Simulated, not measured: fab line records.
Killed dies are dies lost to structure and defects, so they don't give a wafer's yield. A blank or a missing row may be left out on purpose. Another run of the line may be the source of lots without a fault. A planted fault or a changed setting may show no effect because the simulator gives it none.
fab line records	flow n5-finfet
record lots=12	wafers=34	last-day=19
route steps=1938 shown BEOL_M12@1641 BEOL_M13@1673 PASSIVATION@1936
lots with no fault: from the same line, run without faults
start-h: start of the lot's first displayed wafer, in hours after the record's first day	wait-h: time in hours since the lot's previous step	" repeats the value in the row above	L1.1+2: a single row standing in for several wafers	- no value, or no start was given	* or withheld: withheld	< > ~ a bound
route shown NAME@n: a module of which the file shows steps, and the number in the route of the first	usual: mean/standard deviation taken from wafers without a fault	same: alike in all rows	chamber/n: place in a boat	sites: per-site readings	_std_site: standard deviation of those values	_edge_site: the outer-site mean with the inner-site mean subtracted	radius-mm: for every site, how far away it sits from the centre of the wafer	mask NAME#n: copy n	behind: the most recent tool/chamber to have shaped the wafer	hold: cause of the lot's hold/its duration in hours/its outcome	device: the transistor (n, p or np) that didn't switch	end of line: tests of these same wafers at the route's end	step lacking rows: just its recipe	killed: count of dies lost to structure and defects at first sort (not the wafer's yield)	map: the dies of a wafer, with x for killed, . for not killed, _ for no die there
set.NAME: the setting as run; set.NAME@STEP: as run at that earlier step	model.NAME: the simulator's own value behind a step, which no gauge read
a sample of lots followed through the steps of the route, with each step as a table and each wafer as a row
services: the hour from which a tool's chamber was out of use, counted from the record's first day as start-h (under 0 if before that day), plus the number of hours and why
## steps
# step N5_BEOL_M12_OCD_MEAS_35
# usual trench-depth-nm=319/3.3
lot.wafer	tool	chamber	start-h	wait-h	trench-depth-nm
L480.1	ocd-02	-	282.01	0.0	322
L480.3	"	-	"	"	326
L480.6	"	-	"	"	326
L479.1	ocd-01	-	282.50	0.0	322
L479.3	"	-	"	"	322
L479.5	"	-	"	"	323
L486.2	ocd-01	-	307.16	0.0	320
L486.4	"	-	"	"	321
L486.6	"	-	"	"	320
L485.1	ocd-02	-	309.58	0.0	321
L485.3	"	-	"	"	323
L485.4	"	-	"	"	321
L490.2	ocd-02	-	319.59	0.0	319
L490.4	"	-	"	"	321
L490.6	"	-	"	"	319
L487.1	ocd-01	-	322.05	0.0	321
L487.4	"	-	"	"	320
L487.6	"	-	"	"	322
L488.1	ocd-01	-	328.50	0.0	317
L488.2	"	-	"	"	314
L488.5	"	-	"	"	316
L494.1	ocd-01	-	346.81	0.0	316
L494.2	"	-	"	"	315
L494.4	"	-	"	"	316
L495.1	ocd-02	-	365.93	0.0	323
L500.1	ocd-02	-	393.38	0.0	311
L500.3	"	-	"	"	321
L500.4	"	-	"	"	316
L498.2	ocd-02	-	395.29	0.0	319
L498.4	"	-	"	"	316
L498.6	"	-	"	"	320
L502.1	ocd-02	-	411.03	0.0	317
L502.3	"	-	"	"	317
L502.6	"	-	"	"	319
# step N5_BEOL_M12_PRE_CLEAN_42
# recipe gas=H2/He	time-s=30	temp-c=250
# usual heater-power-w=312/36
lot.wafer	tool	chamber	start-h	wait-h	heater-power-w
L480.1	pvd-sputter-03	-	283.50	0.0	336
L480.3	"	-	"	"	333
L480.6	"	-	"	"	299
L479.1	pvd-sputter-02	-	284.71	0.0	303
L479.3	"	-	"	"	345
L479.5	"	-	"	"	303
L486.2	pvd-sputter-03	-	309.65	0.0	322
L486.4	"	-	"	"	304
L486.6	"	-	"	"	327
L485.1	pvd-sputter-02	-	312.09	0.0	309
L485.3	"	-	"	"	350
L485.4	"	-	"	"	297
L490.2	pvd-sputter-02	-	324.63	0.0	346
L490.4	"	-	"	"	264
L490.6	"	-	"	"	266
L487.1	pvd-sputter-02	-	325.39	0.0	318
L487.4	"	-	"	"	345
L487.6	"	-	"	"	314
L488.1	pvd-sputter-01	-	330.26	0.0	393
L488.2	"	-	"	"	299
L488.5	"	-	"	"	265
L494.1	pvd-sputter-03	-	348.83	0.0	308
L494.2	"	-	"	"	303
L494.4	"	-	"	"	330
L495.1	pvd-sputter-01	-	368.59	0.0	266
L500.1	pvd-sputter-01	-	394.65	0.0	389
L500.3	"	-	"	"	291
L500.4	"	-	"	"	264
L498.2	pvd-sputter-02	-	397.65	0.0	322
L498.4	"	-	"	"	302
L498.6	"	-	"	"	325
L502.1	pvd-sputter-01	-	413.77	0.0	381
L502.3	"	-	"	"	304
L502.6	"	-	"	"	261
# step N5_BEOL_M12_SPUTTER_45
# recipe material=Cu	target-thk-a=800	temp-c=-20	bias-v=60	power-w=26000	chamber-pressure-pa=0.13	time-s=13.33
# usual throttle-valve-pct=30.1/1.3
lot.wafer	tool	chamber	start-h	wait-h	throttle-valve-pct
L480.1	pvd-sputter-03	-	283.70	0.0	28.5
L480.3	"	-	"	"	28.3
L480.6	"	-	"	"	30.5
L479.1	pvd-sputter-02	-	284.91	0.0	30.3
L479.3	"	-	"	"	29.9
L479.5	"	-	"	"	30.2
L486.2	pvd-sputter-03	-	309.85	0.0	28.4
L486.4	"	-	"	"	29.9
L486.6	"	-	"	"	28.3
L485.1	pvd-sputter-02	-	312.29	0.0	28.3
L485.3	"	-	"	"	30.0
L485.4	"	-	"	"	30.0
L490.2	pvd-sputter-02	-	324.83	0.0	29.9
L490.4	"	-	"	"	30.9
L490.6	"	-	"	"	31.0
L487.1	pvd-sputter-02	-	325.59	0.0	28.2
L487.4	"	-	"	"	30.0
L487.6	"	-	"	"	28.3
L488.1	pvd-sputter-01	-	330.46	0.0	29.5
L488.2	"	-	"	"	30.6
L488.5	"	-	"	"	31.4
L494.1	pvd-sputter-03	-	349.03	0.0	30.9
L494.2	"	-	"	"	29.8
L494.4	"	-	"	"	27.9
L495.1	pvd-sputter-01	-	368.79	0.0	31.2
L500.1	pvd-sputter-01	-	394.85	0.0	29.1
L500.3	"	-	"	"	30.2
L500.4	"	-	"	"	31.3
L498.2	pvd-sputter-02	-	397.85	0.0	28.1
L498.4	"	-	"	"	29.8
L498.6	"	-	"	"	28.1
L502.1	pvd-sputter-01	-	413.97	0.0	29.5
L502.3	"	-	"	"	30.6
L502.6	"	-	"	"	31.0
# step N5_BEOL_M13_ETCH_59
# recipe chemistry=N2/H2	target=BARC	target-depth-a=890	overetch-a=267	time-s=67.9	ion-energy-ev=200	pressure-mtorr=30	source-w=840	bias-w=150	n2-flow-sccm=200	h2-flow-sccm=200
# usual drypump-motor-current-A=5.9/0.6	oes-product-au=0.65/0.049	rf-vpp-V=523.2/2.3	showerhead-plenum-p-Torr=2.52/0.079	throttle-valve-pct=18.00/0.23
lot.wafer	tool	chamber	start-h	wait-h	drypump-motor-current-A	oes-product-au	rf-hours-counter-h	rf-vpp-V	showerhead-plenum-p-Torr	throttle-valve-pct
L480.1	rie-diel-06	1	285.44	0.0	6.0	0.60	224	526.5	2.63	18.33
L480.3	"	3	"	"	4.9	0.62	184	525.8	2.53	18.02
L480.6	"	2	"	"	5.7	0.64	-	521.2	2.43	18.06
L479.1	rie-diel-04	2	286.60	0.0	5.2	0.59	228	518.8	2.39	17.79
L479.3	"	1	"	"	5.1	0.72	69	524.6	2.56	17.93
L479.5	"	3	"	"	5.6	0.65	-	521.5	2.43	18.02
L486.2	rie-diel-04	3	311.66	0.0	5.6	0.64	160	520.5	2.42	18.01
L486.4	"	0	"	"	6.0	0.74	70	522.0	2.47	17.77
L486.6	"	1	"	"	5.1	0.70	-	525.1	2.56	17.94
L485.1	rie-diel-02	0	314.06	0.0	5.4	0.71	92	525.0	2.57	17.82
L485.3	"	3	"	"	6.8	0.66	131	518.7	2.46	18.47
L485.4	"	2	"	"	6.6	0.67	112	520.7	2.46	17.78
L490.2	rie-diel-02	3	326.45	0.0	6.8	0.65	136	520.4	2.46	18.44
L490.4	"	2	"	"	6.5	0.66	116	521.2	2.45	17.78
L490.6	"	0	"	"	5.4	0.71	-	524.4	2.57	17.82
L487.1	rie-diel-02	2	327.34	0.0	6.5	0.66	116	522.9	2.46	17.78
L487.4	"	0	"	"	5.4	0.71	98	523.5	2.57	17.83
L487.6	"	2	"	"	6.5	0.67	-	523.0	2.45	17.80
L488.1	rie-diel-06	0	332.20	0.0	6.5	0.71	58	524.9	2.58	17.84
L488.2	"	3	"	"	4.9	0.62	198	524.1	2.53	18.02
L488.5	"	2	"	"	5.7	0.63	-	520.9	2.43	18.09
L494.1	rie-diel-06	3	350.92	0.0	4.9	0.61	205	525.7	2.52	18.04
L494.2	"	0	"	"	6.5	0.70	65	524.0	2.58	17.85
L494.4	"	2	"	"	5.7	0.62	186	521.1	2.42	18.10
L495.1	rie-diel-02	0	371.80	0.0	5.4	0.69	111	524.3	2.56	17.85
L500.1	rie-diel-06	3	396.70	0.0	4.9	0.60	219	524.2	2.52	18.07
L500.3	"	0	"	"	6.5	0.69	79	524.6	2.57	17.86
L500.4	"	3	"	"	4.9	0.60	-	522.1	2.52	18.07
L498.2	rie-diel-02	0	399.59	0.0	5.4	0.69	120	525.5	2.56	17.85
L498.4	"	2	"	"	6.5	0.65	138	520.0	2.45	17.85
L498.6	"	2	"	"	6.5	0.64	-	521.8	2.45	17.84
L502.1	rie-diel-04	3	415.89	0.0	5.6	0.63	193	519.9	2.41	18.08
L502.3	"	1	"	"	5.1	0.67	108	524.1	2.55	18.00
L502.6	"	1	"	"	5.1	0.67	-	524.7	2.55	17.99
# step N5_BEOL_M13_STRIP_63
# recipe chemistry=N2/H2	power-w=1000	temp-c=250	h2-frac=0.65	overash-fraction=0.3	pressure-mtorr=1000	n2-flow-sccm=1750	h2-flow-sccm=3250
# usual drypump-motor-current-A=6.08/0.12	heater-power-w=318/31	oes-product-au=0.673/0.0051	strip-time-to-endpoint-s=27.4/1.1
lot.wafer	tool	chamber	start-h	wait-h	drypump-motor-current-A	heater-power-w	oes-product-au	rf-hours-counter-h	strip-time-to-endpoint-s
L480.1	plasma-asher-02	1	285.73	-	6.13	329	0.674	129	28.7
L480.3	"	1	"	"	6.14	336	0.675	-	29.2
L480.6	"	1	"	"	6.13	344	0.666	-	26.5
L479.1	plasma-asher-02	1	287.01	-	6.11	346	0.680	130	28.7
L479.3	"	1	"	"	6.15	352	0.671	-	27.2
L479.5	"	1	"	"	6.13	344	0.669	-	25.9
L486.2	plasma-asher-01	1	311.95	-	5.98	356	0.671	84	27.6
L486.4	"	1	"	"	5.94	357	0.676	-	27.3
L486.6	"	0	"	"	6.26	293	0.679	-	26.2
L485.1	plasma-asher-01	0	314.36	-	6.22	286	0.677	85	28.8
L485.3	"	0	"	"	6.25	289	0.673	-	26.7
L485.4	"	1	"	"	5.86	353	0.679	-	27.6
L490.2	plasma-asher-02	1	327.42	-	6.12	334	0.677	138	28.2
L490.4	"	1	"	"	6.13	342	0.675	-	28.2
L490.6	"	0	"	"	6.00	290	0.682	-	29.4
L487.1	plasma-asher-02	0	327.96	-	5.98	289	0.674	139	27.8
L487.4	"	1	"	"	6.15	351	0.667	-	26.9
L487.6	"	1	"	"	6.15	336	0.670	-	27.8
L488.1	plasma-asher-02	1	332.49	-	6.12	345	0.671	141	27.4
L488.2	"	0	"	"	5.99	284	0.680	141	28.5
L488.5	"	0	"	"	5.99	287	0.673	-	25.9
L494.1	plasma-asher-02	1	351.21	-	6.14	345	0.665	147	28.9
L494.2	"	0	"	"	5.97	289	0.667	147	27.7
L494.4	"	0	"	"	5.96	284	0.670	-	26.8
L495.1	plasma-asher-02	0	372.09	-	6.01	286	0.672	151	27.5
L500.1	plasma-asher-01	0	396.99	-	6.26	284	0.675	97	29.3
L500.3	"	1	"	"	5.95	358	0.670	-	27.3
L500.4	"	0	"	"	6.23	288	0.675	-	28.5
L498.2	plasma-asher-02	1	399.88	-	6.16	340	0.674	157	27.2
L498.4	"	1	"	"	6.13	341	0.667	-	27.3
L498.6	"	1	"	"	6.14	333	0.677	-	31.5
L502.1	plasma-asher-02	0	416.18	-	5.97	290	0.675	160	27.2
L502.3	"	0	"	"	5.96	296	0.667	-	28.0
L502.6	"	1	"	"	6.14	354	0.666	-	25.0
# step N5_PASSIVATION_PROBE_49
# usual killed_at_M0_to_M3=33/11	killed_at_M4_up=14/5	killed-at-contacts=11/7.3	killed-at-front-end=43/12	killed-at-other=4/3.1	killed-dies=106/17	killed-open=69/13	killed-short=34/8.7
# same gross-dies=1180	killed-at-back-side=0
lot.wafer	tool	chamber	start-h	wait-h	killed_at_M0_to_M3	killed_at_M4_up	killed-at-contacts	killed-at-front-end	killed-at-other	killed-dies	killed-open	killed-short
L490.2	prober-02	-	357.36	0.1	26	10	14	38	1	89	56	31
L490.4	prober-02	-	357.46	0.2	34	20	4	67	4	129	72	50
L490.6	prober-02	-	357.56	0.3	41	18	7	64	3	133	83	47
# killed by level:class
L490.2 MOL_CONTACT_COAG:geometric-particle:open=11 FIN_SAQP:geometric-particle:short=7 GATE_CUT:geometric-particle:short=7 BEOL_M0_SAQP:geometric-particle:short=6 BEOL_M0_SAQP:geometric-particle:open=6 BEOL_M2:geometric-particle:open=5 BEOL_M3:geometric-particle:open=5 STARTING-WAFER:geometric-particle:open=5
L490.4 GATE_CUT:geometric-particle:short=14 FIN_SAQP:geometric-particle:short=12 BEOL_M4:geometric-particle:open=12 FIN_SAQP:geometric-particle:open=11 BEOL_M0_SAQP:geometric-particle:open=9 HKMG_FIN:area-etch=7 STI_FIN_REVEAL:geometric-particle:open=6 BEOL_M1:geometric-particle:open=6
L490.6 FIN_SAQP:geometric-particle:short=20 BEOL_M0_SAQP:geometric-particle:open=12 FIN_SAQP:geometric-particle:open=10 BEOL_M2:geometric-particle:open=10 BEOL_M4:geometric-particle:open=9 DUMMY_GATE:geometric-particle:open=6 GATE_CUT:geometric-particle:short=5 MOL_CONTACT_COAG:geometric-particle:open=5
## services
tool	chamber	start-h	hours	kind
plasma-asher-01	-	285.47	1.2	repair
rie-diel-06	3	296.14	2.1	repair
plasma-asher-01	-	319.35	22.0	repair
plasma-asher-02	-	325.92	1.3	repair
rie-diel-02	2	333.65	4.7	repair
rie-diel-04	2	352.44	-	clean
rie-diel-04	2	352.44	-	consumable-replace:focus-ring
rie-diel-04	2	352.44	-	consumable-replace:showerhead
pvd-sputter-03	-	353.36	1.1	repair
pvd-sputter-03	-	355.01	3.2	repair
rie-diel-06	1	373.44	-	clean
rie-diel-06	1	373.44	-	consumable-replace:focus-ring
rie-diel-06	1	373.44	28.9	scheduled-down
rie-diel-06	1	373.44	28.9	vent-cycle
rie-diel-02	0	410.64	6.7	repair
rie-diel-02	3	411.52	9.5	repair
## key
first-sign step=N5_BEOL_M13_STRIP_63	reading=strip-time-to-endpoint-s	direction=up	sigmas=3.8	usual=*	struck=*
effect none on later readings
met-at N5_BEOL_M13_ETCH_59
struck-lots L498
struck-wafers L498.6
not-acting-at N5_BEOL_M12_OCD_MEAS_35,N5_BEOL_M12_PRE_CLEAN_42,N5_BEOL_M12_SPUTTER_45
onset-between 327.34 399.59
fault kind=process-parameter-drift	tool=rie-diel-02	chamber=-	onset-h=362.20	steps=N5_BEOL_M13_ETCH_59	channel=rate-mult	offset=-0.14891	shape=step	end-h=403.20	scope=struck-wafers-only
